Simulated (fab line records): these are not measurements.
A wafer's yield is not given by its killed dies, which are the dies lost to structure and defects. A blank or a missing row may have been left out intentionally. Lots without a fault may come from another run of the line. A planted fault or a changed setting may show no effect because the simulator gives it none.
Check of tool commonality || flow nand-harc || Sample size 5 lots and 15 wafers

WHY THIS WAS OPENED
On 3 of the 5 lots, a flag is raised at NHARC_END_SORT_01 on the reading killed-at-array. Fault-free wafers read 29, with a standard deviation of 11.
Rule: a lot is flagged when every wafer of it that has a number lies more than 4 standard deviations from that mean, or none has a number. The rest of the lots are taken to be sound.

{"lot": "L227", "measured": "day 22 13:10", "on": "prober-02", "killed-at-array, wafer by wafer": "33 29 35", "flag": ""}
{"lot": "L228", "measured": "day 23 02:41", "on": "prober-01", "killed-at-array, wafer by wafer": "25 26 29", "flag": ""}
{"lot": "L236", "measured": "day 24 04:46", "on": "prober-02", "killed-at-array, wafer by wafer": "135 126 140", "flag": "FLAGGED"}
{"lot": "L237", "measured": "day 24 20:56", "on": "prober-01", "killed-at-array, wafer by wafer": "123 139 132", "flag": "FLAGGED"}
{"lot": "L238", "measured": "day 24 20:57", "on": "prober-02", "killed-at-array, wafer by wafer": "144 129 132", "flag": "FLAGGED"}
On average the flagged lots' numbers are 133, which is +104 against the usual, or +9 standard deviations.

WHICH TOOL RAN EACH LOT
Before the reading, the record contains 3 process steps out of a 1159-step route. Cell contents, in order: the tool; ch with the chambers the sampled wafers went through; the start.
{"lot": "L227", "flag": "", "NHARC_A_CONTACT_DEP_24": "pecvd-01 ch 0,2, day 19 10:48", "NHARC_A_M1_DESCUM_14": "rie-diel-07 ch 1,2, day 21 00:27", "NHARC_A_M1_ANNEAL_31": "rtp-anneal-01 ch 0, day 21 02:20"}
{"lot": "L228", "flag": "", "NHARC_A_CONTACT_DEP_24": "pecvd-02 ch 0,2, day 19 23:03", "NHARC_A_M1_DESCUM_14": "rie-diel-09 ch 0,1,2, day 21 11:50", "NHARC_A_M1_ANNEAL_31": "rtp-anneal-01 ch 0, day 21 13:37"}
{"lot": "L236", "flag": "FLAGGED", "NHARC_A_CONTACT_DEP_24": "pecvd-01 ch 0,1, day 20 19:12", "NHARC_A_M1_DESCUM_14": "rie-diel-10 ch 0,2,3, day 22 12:28", "NHARC_A_M1_ANNEAL_31": "rtp-anneal-02 ch 0, day 22 14:54"}
{"lot": "L237", "flag": "FLAGGED", "NHARC_A_CONTACT_DEP_24": "pecvd-01 ch 1,2, day 21 06:37", "NHARC_A_M1_DESCUM_14": "rie-diel-09 ch 0,1,2, day 23 06:29", "NHARC_A_M1_ANNEAL_31": "rtp-anneal-01 ch 0, day 23 08:19"}
{"lot": "L238", "flag": "FLAGGED", "NHARC_A_CONTACT_DEP_24": "pecvd-01 ch 1,2, day 21 13:31", "NHARC_A_M1_DESCUM_14": "rie-diel-09 ch 0,2,3, day 23 10:15", "NHARC_A_M1_ANNEAL_31": "rtp-anneal-01 ch 0, day 23 12:07"}
These steps, and what they do:
- NHARC_A_CONTACT_DEP_24: deposits SiO2, target thk 500 nm.
- NHARC_A_M1_DESCUM_14: chemistry O2, time 3 s.
- NHARC_A_M1_ANNEAL_31: time 90 s.
- NHARC_END_SORT_01

FLAGGED AGAINST TOTAL, ONE TOOL AT A TIME (gauges that did the reading follow at the end)
{"step": "NHARC_A_CONTACT_DEP_24", "tool": "pecvd-01", "lots run": 4, "flagged": 3, "share of the flagged lots": "all", "sound lots run after its first flagged lot": 0}
{"step": "NHARC_A_CONTACT_DEP_24", "tool": "pecvd-02", "lots run": 1, "flagged": 0, "share of the flagged lots": "none", "sound lots run after its first flagged lot": "-"}
{"step": "NHARC_A_M1_DESCUM_14", "tool": "rie-diel-07", "lots run": 1, "flagged": 0, "share of the flagged lots": "none", "sound lots run after its first flagged lot": "-"}
{"step": "NHARC_A_M1_DESCUM_14", "tool": "rie-diel-09", "lots run": 3, "flagged": 2, "share of the flagged lots": "some", "sound lots run after its first flagged lot": 0}
{"step": "NHARC_A_M1_DESCUM_14", "tool": "rie-diel-10", "lots run": 1, "flagged": 1, "share of the flagged lots": "some", "sound lots run after its first flagged lot": 0}
{"step": "NHARC_A_M1_ANNEAL_31", "tool": "rtp-anneal-01", "lots run": 4, "flagged": 2, "share of the flagged lots": "some", "sound lots run after its first flagged lot": 0}
{"step": "NHARC_A_M1_ANNEAL_31", "tool": "rtp-anneal-02", "lots run": 1, "flagged": 1, "share of the flagged lots": "some", "sound lots run after its first flagged lot": 0}
{"step": "NHARC_END_SORT_01", "tool": "prober-01", "lots run": 2, "flagged": 1, "share of the flagged lots": "some", "sound lots run after its first flagged lot": 0}
{"step": "NHARC_END_SORT_01", "tool": "prober-02", "lots run": 3, "flagged": 2, "share of the flagged lots": "some", "sound lots run after its first flagged lot": 0}

WHAT IS ALLOWED BY THE TABLE
In the table, 1 row covers all flagged lots: pecvd-01 at NHARC_A_CONTACT_DEP_24.
- pecvd-01 at NHARC_A_CONTACT_DEP_24 ran 4 lots, 3 of them flagged. Its last sound lot is L227 (day 19 10:48), its first flagged lot L236 (day 20 19:12): a fault that began between those two fits.
Just one tool remains: pecvd-01 at NHARC_A_CONTACT_DEP_24.

WHAT HAD BEEN PUT IN BY THE SIMULATOR
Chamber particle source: pecvd-01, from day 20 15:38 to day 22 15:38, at NHARC_A_CONTACT_DEP_24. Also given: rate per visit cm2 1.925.
Shown lots that were struck: L236, L237, L238. The rule above found the same.
